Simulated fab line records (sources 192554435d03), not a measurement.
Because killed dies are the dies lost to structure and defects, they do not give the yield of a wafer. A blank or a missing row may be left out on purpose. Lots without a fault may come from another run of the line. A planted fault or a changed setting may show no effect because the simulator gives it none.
The tool behind it: which one? | flow n5-finfet | route of 1938 steps, sampled at 1 step: 6 lots, 18 wafers

WHAT EACH GAUGE READ, for each wafer
N5_BEOL_M5_THK_MEAS_53: measures by xrf.
lot  | measured     | on            | M5_THK (nm)
L474 | day 8 22:40  | film-metro-01 | 64.8 63.5 64.6
L477 | day 9 19:32  | film-metro-02 | 62.5 68.1 64.6
L483 | day 11 08:01 | film-metro-02 | 62.4 63.1 61.1
L485 | day 12 00:34 | film-metro-02 | 66.1 62.4 63.0
L494 | day 14 03:14 | film-metro-02 | 63.7 64.0 63.0
L490 | day 14 21:47 | film-metro-01 | 63.4 61.8 66.2

TOOL THAT RAN EACH LOT (tool first, then ch and the chambers of the sampled wafers, then the start)
There is no process step in the record ahead of these readings.

THE ANSWER, worked out from the rows above alone
Rule: the lots themselves supply what counts as usual. The widest of any qualifying gaps counts: lots, ordered by their means at a reading, are off when they make up no more than a third of the lots, leave a main group of 4 or more, and stand apart from it by 3 or more times the standard deviation of that group's means. A main group is skipped when, at the precision printed for the reading in the tables above, its means are all equal. Also off: a lot with no number at a reading for which 4 or more lots have one. Where the step has rows for the other lots, those lots are counted as sound.
Across all readings shown, no lot is off: no conclusion can be drawn from this.

WHAT THE SIMULATOR PUT IN
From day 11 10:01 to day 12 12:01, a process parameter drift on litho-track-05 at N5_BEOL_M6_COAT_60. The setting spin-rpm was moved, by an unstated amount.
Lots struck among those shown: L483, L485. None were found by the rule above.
